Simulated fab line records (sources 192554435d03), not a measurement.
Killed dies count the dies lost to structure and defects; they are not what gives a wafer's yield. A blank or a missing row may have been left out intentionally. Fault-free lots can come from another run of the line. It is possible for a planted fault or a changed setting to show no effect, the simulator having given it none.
A lot that was struck, set against a sound lot    flow n5Finfet    39 out of 1938 route steps
Sound: these wafers, L402.1, L402.3, L402.5. Struck: wafer L405.5; the same lot's L405.2 was not struck, so it is left out; see the end for the cause.
Per side, at each step with rows, come the tool, then ch with its chambers, and then its first start. Under that, the readings that differ: sound wafers    struck wafers    difference of the means    sigmas: that difference in standard deviations of wafers without a fault.
alike: words and numbers the same on both sides, and readings whose means are apart by under 2 such deviations; not compared: readings that were withheld, readings missing a value for some wafer, numbers with overlapping values and no deviation given by the record, and bounds like >300 which may hide the same value.
The two part at a step that has a row with sigmas, a row that says differs or no value, or rows on one side only. Non-overlapping numbers with no deviation appear without sigmas and do not part them. A reading that every wafer of one side lacks parts them only if that side has two wafers or more.

first, 9 steps without rows for these wafers: N5_BEOL_M12_SOFTBAKE_23 (time 60 s); N5_BEOL_M12_EXPOSE_25 (exposes mask M12); N5_BEOL_M12_PEB_26 (peb time 90 s); N5_BEOL_M12_DEVELOP_27 (develop time 45 s); N5_BEOL_M12_HARDBAKE_32 (time 120 s); N5_BEOL_M12_DESCUM_33 (chemistry O2, time 7.9 s); N5_BEOL_M12_ETCH_67 (etches SiARC in CF4, target depth 143 nm, time 238.3 s); N5_BEOL_M12_ETCH_68 (etches SOC in N2/H2, time 285 s); N5_BEOL_M12_STRIP_69 (strips in N2/H2).
N5_BEOL_M12_TRENCH_ETCH_34: etches SiOC in C4F8/O2/Ar, target depth 318.95 nm, time 125.5 s.
  sound on rieDiel-01 ch 0,3, day 10 15:49; struck on rieDiel-01 ch 3, day 11 02:13
reading                  sound              struck  difference  sigmas
C4F8_flow_sccm (sccm)    14.87 14.96 14.95  15.05   +0.12       +3
model.etch.depthNm (nm)  321.5 329.7 327.2  287.3   -38.8       
  alike: drypumpMotorCurrentA, heInnerTorr, mfcArSccm, oesProductAu, rfVppV, showerheadPlenumPTorr, throttleValvePct
  not compared: rfHoursCounterH
then, 1 step without rows for these wafers: N5_BEOL_M12_STRIP_70 (strips in C4F8/O2/Ar).
N5_BEOL_M12_OCD_MEAS_35:
  sound: ocd-01 at day 10 15:58; struck: ocd-02 at day 11 02:22
reading             sound        struck  difference  sigmas
trenchDepthNm (nm)  322 330 327  287     -39         -6
then, 11 steps without rows for these wafers: N5_BEOL_M12_STRIP_37 (strips in N2/H2); N5_BEOL_M12_ETCH_38 (etches SiCN in CF4/N2, target depth 68.7 nm, time 73.4 s); N5_BEOL_M12_PRECLEAN_39 (cleans in residue remover, time 60 s); N5_BEOL_M12_SRD_40 (time 30 s, dry time 30 s); N5_BEOL_M12_DEGAS_41 (time 60 s); N5_BEOL_M12_PRE_CLEAN_42 (time 30 s); N5_BEOL_M12_SPUTTER_43 (material TaN, target thk 15 nm, time 24.19 s); N5_BEOL_M12_SPUTTER_44 (material Ta, target thk 10 nm, time 16.13 s); N5_BEOL_M12_SPUTTER_45 (material Cu, target thk 80 nm, time 13.33 s); N5_BEOL_M12_ECD_47 (material Cu, target thk 720 nm); N5_BEOL_M12_ANNEAL_48 (time 90 s).
N5_BEOL_M12_CMP_49: polishes, stops on SiOC, t overpolish 20.6 s, target thk 320 nm.
  sound on cmp-04 ch 1,2,3, day 10 18:38; struck on cmp-04 ch 0, day 11 08:17
reading                                 sound            struck  difference  sigmas
model.Cu_of_BEOL_M12_ECD_47.thkNm (nm)  323 334.6 327.6  288.2   -40.2       
  alike: barrierFieldEndpointS, motorCurrentA, overpolishRunS, retainingRingPressureFrac
N5_BEOL_M12_THK_MEAS_50: measures by xrf.
  sound: filmMetro-01 at day 10 18:55; struck: filmMetro-01 at day 11 08:32
reading       sound        struck  difference  sigmas
M12_THK (nm)  327 338 332  293     -39         -6
then, 2 steps without rows for these wafers: N5_BEOL_M12_PRE_CLEAN_52 (time 15 s); N5_BEOL_M12_DEP_53 (deposits SiCN from 3MS/NH3, target thk 30 nm, time 10.5 s).
N5_BEOL_M12_RS_MEAS_54: uses a four-point probe to measure.
  sound: filmMetro-01 at day 10 19:03; struck: filmMetro-01 at day 11 08:40
reading          sound                 struck  difference  sigmas
M12_RS (ohm/sq)  0.0594 0.0573 0.0586  0.0667  +0.0083     +7
then, 9 steps without rows for these wafers: N5_BEOL_M13_ILD_DEP_00 (deposits SiOC from DEMS/O2, target thk 837.92 nm, time 166.4 s); N5_BEOL_M13_COAT_58 (time 60 s, resist thk 89 nm); N5_BEOL_M13_COAT_04 (resist thk 400 nm); N5_BEOL_M13_EBR_06; N5_BEOL_M13_SOFTBAKE_05 (time 60 s); N5_BEOL_M13_EXPOSE_07 (exposes mask V12); N5_BEOL_M13_PEB_08 (peb time 90 s); N5_BEOL_M13_DEVELOP_09 (develop time 45 s); N5_BEOL_M13_HARDBAKE_14 (time 120 s).
N5_BEOL_M15_RC_MEAS_101:
  sound on prober-02 ch 0, day 11 16:08; struck on prober-02 ch 0, day 12 04:08
reading                     sound                  struck   difference  sigmas
COMB_M14 (S/m)              4e-12 3.4e-12 3.3e-12  5.5e-12  +1.9e-12    +2
SERP_M12 (ohm/um)           0.624 0.600 0.632      0.725    +0.106      +6
SERP_M12_max_site (ohm/um)  0.635 0.608 0.643      0.742    +0.113      +6
SERP_M5 (ohm/um)            38.4 43.9 41.2         35.4     -5.8        -3
SERP_M5_max_site (ohm/um)   39.2 45.5 42.6         36.1     -6.3        -3
  alike: COMB_M10, COMB_M11, COMB_M12, COMB_M13, COMB_M15, COMB_M15_max_site, COMB_M5, COMB_M6, COMB_M7, COMB_M8, COMB_M9, COMB_M9_max_site, SERP_M10, SERP_M11, SERP_M13, SERP_M14, SERP_M6, SERP_M7, SERP_M8, SERP_M9
N5_PASSIVATION_PROBE_49:
  only the struck wafers here have rows in the record (prober-01, day 12 18:20); the sound ones have none

## WHERE THEY PART
At N5_BEOL_M12_TRENCH_ETCH_34 first; at N5_PASSIVATION_PROBE_49 last (within this record only).

WHY: the cause the simulator had injected
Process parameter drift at N5_BEOL_M12_TRENCH_ETCH_34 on rieDiel-01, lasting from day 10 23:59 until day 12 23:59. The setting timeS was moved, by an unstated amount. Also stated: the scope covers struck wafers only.
